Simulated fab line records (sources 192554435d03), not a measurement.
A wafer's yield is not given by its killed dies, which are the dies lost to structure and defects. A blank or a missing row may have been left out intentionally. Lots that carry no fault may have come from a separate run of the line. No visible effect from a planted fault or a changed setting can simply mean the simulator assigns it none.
A lot that was struck, set against a sound lot :: flow n5Finfet :: 37 out of 1938 route steps
Sound: these wafers, L418.3, L418.4, L418.5. Struck: wafer L426.4 (L426.2, L426.3, from the same lot, were not struck and are left out); the cause is given at the end.
Each step with rows lists, per side, the tool, then ch with its chambers, then its first start. Under that, the readings that differ: sound wafers :: struck wafers :: difference of the means :: sigmas: that difference in standard deviations of wafers without a fault.
alike: readings with means less than 2 such deviations apart, plus words and numbers identical on both sides. not compared: withheld readings, readings lacking a value on some wafer, bounds such as >300 that could conceal the same value, and numbers that have no deviation in the record and whose values overlap.
The two part at a step that has a row with sigmas, a row that says differs or no value, or rows on one side only. Numbers that have no deviation but don't overlap get no sigmas and don't part them. A reading missing from all wafers of one side parts the sides only when that side holds two or more wafers.

first, 11 steps without rows for these wafers: N5_BEOL_M0_SPUTTER_132 (material Cu, target thk 4 nm, time 7.37 s); N5_BEOL_M0_ANNEAL_133 (time 60 s); N5_BEOL_M0_SPUTTER_134 (material Cu, target thk 4 nm, time 7.37 s); N5_BEOL_M0_ANNEAL_135 (time 60 s); N5_BEOL_M0_SPUTTER_141 (material Cu, target thk 4 nm, time 7.37 s); N5_BEOL_M0_ECD_118 (material Cu, target thk 300 nm); N5_BEOL_M0_ANNEAL_119 (time 90 s); N5_BEOL_M0_CMP_120 (polishes, stops on SiOC, t overpolish 6.9 s); N5_BEOL_M0_PRE_CLEAN_131 (time 15 s); N5_BEOL_M0_CO_CAP_123 (material Co, precursor CCTBA/H2, target thk 2 nm, time 102.1 s); N5_BEOL_M0_PRE_CLEAN_124 (time 15 s).
N5_BEOL_M0_DEP_125: deposits SiCN from 3MS/NH3, target thk 8 nm, time 14 s.
  sound on pecvd-01 ch 1,2, day 7 01:54; struck on pecvd-01 ch 1, day 11 13:08
reading: model.SiCN_of_BEOL_M0_DEP_125.thkNm (nm)
sound: 8 8 8
struck: 11
difference: +3
sigmas: 
  alike: showerheadPlenumPTorr, throttleValvePct
then, 22 steps without rows for these wafers: N5_BEOL_M1_ILD_DEP_00 (deposits SiOC from DEMS/O2, target thk 79 nm, time 15.3 s); N5_BEOL_M1_PECVD_72 (deposits SiO2 from TEOS/O2, target thk 16 nm, time 18 s); N5_BEOL_M1_HM_DEP_02 (deposits TiN, target thk 20 nm); N5_BEOL_M1_COAT_61 (time 60 s, resist thk 60 nm); N5_BEOL_M1_COAT_62 (time 60 s, resist thk 12 nm); N5_BEOL_M1_COAT_73 (time 60 s, resist thk 5 nm); N5_BEOL_M1_COAT_05 (resist thk 30 nm); N5_BEOL_M1_EBR_07; N5_BEOL_M1_SOFTBAKE_06 (time 60 s); N5_BEOL_M1_EXPOSE_08 (exposes mask M1); N5_BEOL_M1_PEB_09 (peb time 60 s); N5_BEOL_M1_DEVELOP_10 (develop time 30 s); N5_BEOL_M1_DESCUM_16 (chemistry O2, time 7 s); N5_BEOL_M1_ETCH_74 (etches underlayer in N2/H2, target depth 6.5 nm, time 5.2 s); N5_BEOL_M1_ETCH_63 (etches SiARC in CF4, target depth 15.6 nm, time 26 s); N5_BEOL_M1_ETCH_64 (etches SOC in N2/H2, target depth 75 nm, overetch 15 nm, time 112.5 s); N5_BEOL_M1_STRIP_65 (strips in N2/H2); N5_BEOL_M1_STRIP_75 (strips in N2/H2); N5_BEOL_M1_STRIP_66 (strips in CF4); N5_BEOL_M1_HM_OPEN_17 (chemistry Cl2/BCl3, target TiN, target depth 20 nm, overetch 6 nm); N5_BEOL_M1_STRIP_19 (strips in O2); N5_BEOL_M1_COAT_67 (time 60 s, resist thk 60 nm).
N5_BEOL_M1_CMP_52: polishes, stops on SiOC, t overpolish 6.8 s, target thk 40 nm.
  sound on cmp-03 ch 2,3, day 7 12:02; struck on cmp-04 ch 2, day 11 19:29
reading: model.Cu_of_BEOL_M1_ECD_50.thkNm (nm)
sound: 40.8 41.4 41.4
struck: 42.8
difference: +1.6
sigmas: 
  alike: barrierFieldEndpointS, clearingPlatenDownForcePsi, headPressurePsi, motorCurrentA, overpolishRunS, timeToEndpointS
  not compared: padLifeWafers
N5_BEOL_M4_RC_MEAS_101:
  sound on prober-01 ch 0, day 8 22:28; struck on prober-01 ch 0, day 13 11:49
  alike: DIBL_N, DIBL_P, IOFF_N, IOFF_P, ION_N, ION_P, SS_N, SS_P, VT_N, VT_P
-- a jump in the record: the struck wafers' starts before and after are 5 days apart (it breaks off in module BEOL_M4 and resumes in module PASSIVATION, where the first step shown is number 1936 of the route) --
N5_PASSIVATION_PROBE_49:
  sound on prober-02 at day 12 11:20; struck on prober-01 at day 18 02:38
  alike: defectLimitedYield, killed_at_M0_to_M3, killed_at_M4_up, killedAtContacts, killedAtFrontEnd, killedAtOther, killedDies, killedOnRim, killedOpen, killedShort, sort_bin_5_function, sort_bin_6_memory, sortNPass, sortYieldPct

## WHERE THEY PART
Nowhere in this record.

WHY: the cause the simulator had injected
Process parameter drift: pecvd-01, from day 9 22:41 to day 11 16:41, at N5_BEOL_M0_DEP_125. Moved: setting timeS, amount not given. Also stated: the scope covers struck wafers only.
